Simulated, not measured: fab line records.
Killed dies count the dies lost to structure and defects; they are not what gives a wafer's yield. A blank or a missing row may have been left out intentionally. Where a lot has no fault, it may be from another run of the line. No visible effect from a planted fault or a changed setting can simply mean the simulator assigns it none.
Struck lot and sound lot, side by side	flow nandHarc	16 out of 1302 route steps
Sound: wafers L112.2, L112.3, L112.6. Struck: wafers L125.3, L125.6. (L125.1 of the same lot was not struck and is left out.) The cause comes at the end.
Order at every step that has rows: each side's tool, ch and its chambers, its first start. Under that, the readings that differ: sound wafers	struck wafers	difference of the means	sigmas: that difference in standard deviations of wafers without a fault.
alike: same words and numbers on both sides, and readings whose means sit less than 2 such deviations apart. not compared: any withheld reading, any reading some wafer has no value for, any bound like >300 that may hide the same value, and any number with overlapping values for which the record gives no deviation.
The two part at a step that has a row with sigmas, a row that says differs or no value, or rows on one side only. Non-overlapping numbers with no deviation appear without sigmas and do not part them. A reading that every wafer of one side lacks parts them only if that side has two wafers or more.

NHARC_A_ONON_D2_THK_MEAS_02: measures by ellipsometry.
  sound on filmMetro-02, day 12 07:38; struck on filmMetro-01, day 17 08:19
  alike: thkNm
then, 1 step without rows for these wafers: NHARC_A_ONON_D2_DEP_03 (target thk 1000 nm).
NHARC_A_ONON_D2_THK_MEAS_05: measures by ellipsometry.
  sound on filmMetro-01, day 12 08:11; struck on filmMetro-02, day 17 08:53
  alike: thkNm
then, 1 step without rows for these wafers: NHARC_A_ONON_D2_DEP_06 (target thk 1000 nm).
NHARC_A_ONON_D2_THK_MEAS_08: measures by ellipsometry.
  sound on filmMetro-02, day 12 08:46; struck on filmMetro-01, day 17 09:27
  alike: thkNm
then, 1 step without rows for these wafers: NHARC_A_ONON_D2_DEP_09 (target thk 1000 nm).
NHARC_A_ONON_D2_THK_MEAS_11: measures by ellipsometry.
  sound on filmMetro-01, day 12 09:20; struck on filmMetro-02, day 17 10:01
  alike: thkNm
then, 1 step without rows for these wafers: NHARC_A_ONON_D2_DEP_12 (target thk 1000 nm).
NHARC_A_ONON_D2_THK_MEAS_14: measures by ellipsometry.
  sound on filmMetro-02, day 12 09:54; struck on filmMetro-02, day 17 10:35
  alike: thkNm
then, 2 steps without rows for these wafers: NHARC_A_ONON_D2_ANNEAL_15 (time 3600 s); NHARC_A_ONON_D2_DEP_16 (target thk 1000 nm).
NHARC_A_ONON_D2_THK_MEAS_18: measures by ellipsometry.
  sound on filmMetro-02, day 12 20:31; struck on filmMetro-02, day 17 15:21
  alike: thkNm
NHARC_A_ONON_D2_DEP_19: target thk 1000 nm.
  sound on pecvdOnon-03 ch 0, day 12 20:38; struck on pecvdOnon-03 ch 0, day 17 15:25
  alike: susceptorTempC
NHARC_A_ONON_D2_THK_MEAS_21: measures by ellipsometry.
  sound on filmMetro-01, day 12 21:05; struck on filmMetro-02, day 17 15:55
reading	sound	struck	difference	sigmas
thkNm (nm)	992 994 993	1446 1445	+452	+41
then, 1 step without rows for these wafers: NHARC_A_ONON_D2_DEP_22 (target thk 1000 nm).
-- record jumps: 12 days between struck wafers' starts before vs after; left off in module A_ONON_D2, resumes in module END, first step shown is number 1302 of the route --
NHARC_END_SORT_01:
  here the record holds rows for the struck wafers (prober-02 ch 0, day 29 04:11) but none for the sound ones

WHERE THEY PART
At NHARC_A_ONON_D2_THK_MEAS_21 first; at NHARC_END_SORT_01 last (within this record only).

WHY: whatever the simulator had introduced
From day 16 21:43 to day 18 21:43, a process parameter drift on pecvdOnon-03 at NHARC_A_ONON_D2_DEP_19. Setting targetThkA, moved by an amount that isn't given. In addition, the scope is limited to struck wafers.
